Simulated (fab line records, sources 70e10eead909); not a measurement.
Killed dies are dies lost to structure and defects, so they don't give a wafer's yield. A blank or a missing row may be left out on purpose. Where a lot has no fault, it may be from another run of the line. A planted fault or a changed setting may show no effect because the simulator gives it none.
The tool behind it: which one? + flow nand-harc + 36 wafers from 12 lots sampled at 5 of the route's 1159 steps

## WHAT THE GAUGES SHOWED, per wafer
NHARC_P_STI_CD_MEAS_09: the cd target is 200 nm. Usual: 200.4 nm for cd-nm, sd 2.1.
| lot  | measured    | on        | cd-nm (nm)        | flag |
|------|-------------|-----------|-------------------|------|
| L709 | day 3 07:41 | cd-sem-01 | 198.8 200.9 197.1 |      |
| L710 | day 3 07:32 | cd-sem-01 | 202.3 198.6 202.8 |      |
| L711 | day 3 16:42 | cd-sem-03 | 202.8 202.0 201.1 |      |
| L712 | day 3 22:52 | cd-sem-03 | 202.8 199.6 201.3 |      |
| L715 | day 4 16:52 | cd-sem-02 | 195.3 198.7 198.4 |      |
| L716 | day 4 23:52 | cd-sem-02 | 202.9 204.0 203.1 |      |
| L725 | day 7 05:34 | cd-sem-01 | 199.5 200.8 200.5 |      |
| L727 | day 7 16:37 | cd-sem-02 | 199.2 196.7 199.8 |      |
| L728 | day 8 01:14 | cd-sem-02 | 198.7 197.9 196.8 |      |
| L729 | day 8 01:23 | cd-sem-02 | 202.6 197.1 201.9 |      |

NHARC_END_SORT_01. Usual: killed-at-array 27, standard deviation 11; killed-at-other 0.6, standard deviation 0.89; killed-at-periphery 3.0, standard deviation 2.4; killed-dies 31, standard deviation 12; killed-open 3.2, standard deviation 1.6; killed-short 2.0, standard deviation 1.5.
| lot  | measured     | on        | killed-at-array | killed-at-other | killed-at-periphery | killed-dies | killed-open | killed-short | flag |
|------|--------------|-----------|-----------------|-----------------|---------------------|-------------|-------------|--------------|------|
| L717 | day 22 22:21 | prober-02 | 15 11 15        | 0 0 0           | 662 666 662         | 677 677 677 | 3 5 3       | 1 0 3        | OFF  |
| L718 | day 22 20:36 | prober-01 | 23 31 27        | 0 0 1           | 654 646 649         | 677 677 677 | 2 2 2       | 2 3 3        | OFF  |

## EACH LOT AND THE TOOL THAT RAN IT (in order: tool; ch and the chambers of the sampled wafers; start)
| lot  | NHARC_P_ZERO_WELL_ETCH_62         | NHARC_P_STI_ETCH_31                          | NHARC_P_STI_CMP_21           |
|------|-----------------------------------|----------------------------------------------|------------------------------|
| L709 | rie-diel-04 ch 0,1,3, day 2 07:43 | rie-diel-01 ch 0,1,2, day 4 04:12 or earlier | cmp-02 ch 0,2,3, day 4 04:12 |
| L710 | rie-diel-04 ch 0,1, day 2 13:35   | rie-diel-08 ch 0,2,3, day 4 04:04 or earlier | cmp-04 ch 1,2,3, day 4 04:04 |
| L711 | rie-diel-09 ch 0,1,3, day 2 19:37 | rie-diel-01 ch 0,2, day 4 12:59 or earlier   | cmp-02 ch 1,2,3, day 4 12:59 |
| L712 | rie-diel-12 ch 1,3, day 3 01:35   | rie-diel-08 ch 1,2,3, day 4 20:03 or earlier | cmp-02 ch 1,3, day 4 20:03   |
| L715 | rie-diel-12 ch 0,1,3, day 3 19:27 | rie-diel-08 ch 0,2, day 5 10:30 or earlier   | cmp-02 ch 0,2, day 5 10:30   |
| L716 | rie-diel-04 ch 0,2, day 4 01:35   | rie-diel-01 ch 0,1, day 5 22:43 or earlier   | cmp-02 ch 0,1, day 5 22:43   |
| L717 | rie-diel-04 ch 0,2, day 4 07:34   | -                                            | -                            |
| L718 | rie-diel-04 ch 0,3, day 4 13:35   | -                                            | -                            |
| L725 | rie-diel-09 ch 0,1,3, day 6 07:35 | rie-diel-08 ch 1,2,3, day 8 01:59 or earlier | cmp-04 ch 1,2,3, day 8 01:59 |
| L727 | rie-diel-04 ch 0,3, day 6 19:27   | rie-diel-08 ch 0,2, day 8 14:25 or earlier   | cmp-02 ch 1,3, day 8 14:25   |
| L728 | rie-diel-09 ch 0,1,2, day 7 01:35 | rie-diel-08 ch 1,2, day 8 20:03 or earlier   | cmp-02 ch 1,2, day 8 20:03   |
| L729 | rie-diel-04 ch 0,1,2, day 7 07:28 | rie-diel-01 ch 1,2,3, day 8 20:03 or earlier | cmp-01 ch 1,2,3, day 8 20:03 |
- NHARC_P_ZERO_WELL_ETCH_62: etches the open film in CHF3/Ar, target depth 13 nm, time 6.5 s.
- NHARC_P_STI_ETCH_31: etches the open film in CF4/CHF3, target depth 108.9 nm, time 54.5 s.
- NHARC_P_STI_CMP_21: polishes, t overpolish 20 s, target thk 380.67 nm.

## WHAT THE TOOLS THEMSELVES READ (means of the sampled wafers that have a number; where no wafer has one, the mark that the record gives instead)
NHARC_P_ZERO_WELL_ETCH_62. Usual: bias-w is 200.0 W with standard deviation 0.56, chamber-pressure-mTorr is 25.001 mTorr with standard deviation 0.022, drypump-motor-current-A is 5.7 A with standard deviation 0.31, oes-product-au is 0.968 a.u. with standard deviation 0.012, rf-vpp-V is 371.1 V with standard deviation 2.3, showerhead-plenum-p-Torr is 2.36 Torr with standard deviation 0.097, and throttle-valve-pct is 20.217 % with standard deviation 0.0098.
| lot  | tool        | bias-w (W) | chamber-pressure-mTorr (mTorr) | drypump-motor-current-A (A) | oes-product-au (a.u.) | rf-vpp-V (V) | showerhead-plenum-p-Torr (Torr) | throttle-valve-pct (%) | flag |
|------|-------------|------------|--------------------------------|-----------------------------|-----------------------|--------------|---------------------------------|------------------------|------|
| L709 | rie-diel-04 | 200.4      | 25.001                         | 5.7                         | 0.986                 | 369.1        | 2.30                            | 20.222                 |      |
| L710 | rie-diel-04 | 200.3      | 24.994                         | 5.9                         | 0.970                 | 369.7        | 2.32                            | 20.216                 |      |
| L711 | rie-diel-09 | 200.4      | 25.001                         | 5.7                         | 0.973                 | 371.4        | 2.39                            | 20.225                 |      |
| L712 | rie-diel-12 | 200.6      | 24.988                         | 5.4                         | 0.964                 | 375.8        | 2.52                            | 20.210                 |      |
| L715 | rie-diel-12 | 199.9      | 24.992                         | 5.6                         | 0.970                 | 372.7        | 2.44                            | 20.216                 |      |
| L716 | rie-diel-04 | 200.5      | 25.004                         | 5.6                         | 0.961                 | 369.6        | 2.28                            | 20.232                 |      |
| L717 | rie-diel-04 | -          | -                              | -                           | -                     | -            | -                               | -                      | OFF  |
| L718 | rie-diel-04 | -          | -                              | -                           | -                     | -            | -                               | -                      | OFF  |
| L725 | rie-diel-09 | 200.4      | 25.015                         | 5.7                         | 0.958                 | 371.3        | 2.39                            | 20.224                 |      |
| L727 | rie-diel-04 | 200.1      | 24.992                         | 5.6                         | 0.964                 | 368.6        | 2.27                            | 20.221                 |      |
| L728 | rie-diel-09 | 200.0      | 25.017                         | 5.9                         | 0.967                 | 370.4        | 2.32                            | 20.215                 |      |
| L729 | rie-diel-04 | 199.7      | 25.013                         | 5.8                         | 0.958                 | 369.8        | 2.31                            | 20.220                 |      |

NHARC_P_STI_ETCH_31. Usual: bias-w is 199.9 W with standard deviation 0.57, cf4-flow-sccm is 100.0 sccm with standard deviation 0.32, drypump-motor-current-A is 5.7 A with standard deviation 0.42, oes-product-au is 0.962 a.u. with standard deviation 0.018, rf-vpp-V is 370.5 V with standard deviation 2.3, showerhead-plenum-p-Torr is 1.57 Torr with standard deviation 0.066, and throttle-valve-pct is 16.803 % with standard deviation 0.0081.
| lot  | tool        | bias-w (W) | cf4-flow-sccm (sccm) | drypump-motor-current-A (A) | oes-product-au (a.u.) | rf-vpp-V (V) | showerhead-plenum-p-Torr (Torr) | throttle-valve-pct (%) | flag |
|------|-------------|------------|----------------------|-----------------------------|-----------------------|--------------|---------------------------------|------------------------|------|
| L709 | rie-diel-01 | 199.7      | 99.7                 | 5.4                         | 0.978                 | 371.2        | 1.58                            | 16.803                 |      |
| L710 | rie-diel-08 | 200.1      | 99.8                 | 5.9                         | 0.932                 | 371.0        | 1.59                            | 16.798                 |      |
| L711 | rie-diel-01 | 199.3      | 100.0                | 5.1                         | 0.985                 | 370.9        | 1.61                            | 16.798                 |      |
| L712 | rie-diel-08 | 199.7      | 99.7                 | 5.8                         | 0.975                 | 370.4        | 1.57                            | 16.801                 |      |
| L715 | rie-diel-08 | 200.4      | 100.0                | 6.1                         | 0.968                 | 369.3        | 1.52                            | 16.808                 |      |
| L716 | rie-diel-01 | 199.9      | 100.0                | 5.5                         | 0.967                 | 371.8        | 1.60                            | 16.809                 |      |
| L725 | rie-diel-08 | 199.9      | 100.0                | 5.7                         | 0.972                 | 370.7        | 1.57                            | 16.801                 |      |
| L727 | rie-diel-08 | 199.4      | 100.2                | 6.1                         | 0.926                 | 370.0        | 1.56                            | 16.807                 |      |
| L728 | rie-diel-08 | 199.7      | 99.7                 | 6.0                         | 0.979                 | 368.5        | 1.50                            | 16.799                 |      |
| L729 | rie-diel-01 | 199.6      | 100.2                | 5.7                         | 0.976                 | 369.6        | 1.53                            | 16.797                 |      |

NHARC_P_STI_CMP_21. Usual: motor-current-A 11.7 A, standard deviation 0.87; overpolish-run-s 20.000 s, standard deviation 0.0089; retaining-ring-pressure-frac 1.000, standard deviation 0.0048.
| lot  | tool   | motor-current-A (A) | overpolish-run-s (s) | retaining-ring-pressure-frac | flag |
|------|--------|---------------------|----------------------|------------------------------|------|
| L709 | cmp-02 | 11.5                | 20.000               | 1.000                        |      |
| L710 | cmp-04 | 11.5                | 20.002               | 0.999                        |      |
| L711 | cmp-02 | 11.3                | 20.003               | 1.004                        |      |
| L712 | cmp-02 | 10.8                | 20.009               | 0.997                        |      |
| L715 | cmp-02 | 11.6                | 20.001               | 0.996                        |      |
| L716 | cmp-02 | 12.5                | 19.994               | 0.999                        |      |
| L725 | cmp-04 | 11.7                | 19.995               | 1.000                        |      |
| L727 | cmp-02 | 11.4                | 20.002               | 0.997                        |      |
| L728 | cmp-02 | 11.3                | 19.998               | 1.002                        |      |
| L729 | cmp-01 | 11.8                | 20.001               | 1.004                        |      |

## THE ANSWER, worked out from the rows above alone
Rule: a lot is off if the mean of its wafers that have a number lies more than 3 standard deviations from the usual mean. Also off: a lot with no number at a reading for which 4 or more lots have one. The other lots that the step has rows for count as sound. Order of review: gauges by route order, followed by the tools' own readings, for which a lot's mean as printed above is used. At the first step where some lot is off, the reading lying furthest off is the one used; lots without a number count as furthest.
Off: L717, L718, at NHARC_END_SORT_01 (killed-at-periphery). Neither off nor sound, because the step has no rows for them: L709, L710, L711, L712, L715, L716, L725, L727, L728, L729.
A tool fits if, at a process step before that reading, it ran every lot that is off, and no sound lot after the first of them. The gauges at NHARC_END_SORT_01 aren't tried: what is off there is off at NHARC_P_ZERO_WELL_ETCH_62 too, on other tools, and a gauge's error can't cause that. One fits: rie-diel-04 at NHARC_P_ZERO_WELL_ETCH_62. It ran no sound lot before its first lot that is off in this sample, so the start can't be narrowed down.

## WHAT THE SIMULATOR PUT IN
Step skipped in full: rie-diel-04, at NHARC_P_ZERO_WELL_ETCH_62, from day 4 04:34 onward. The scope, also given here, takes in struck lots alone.
Shown lots that were struck: L718, L717. This agrees with what the rule above found.
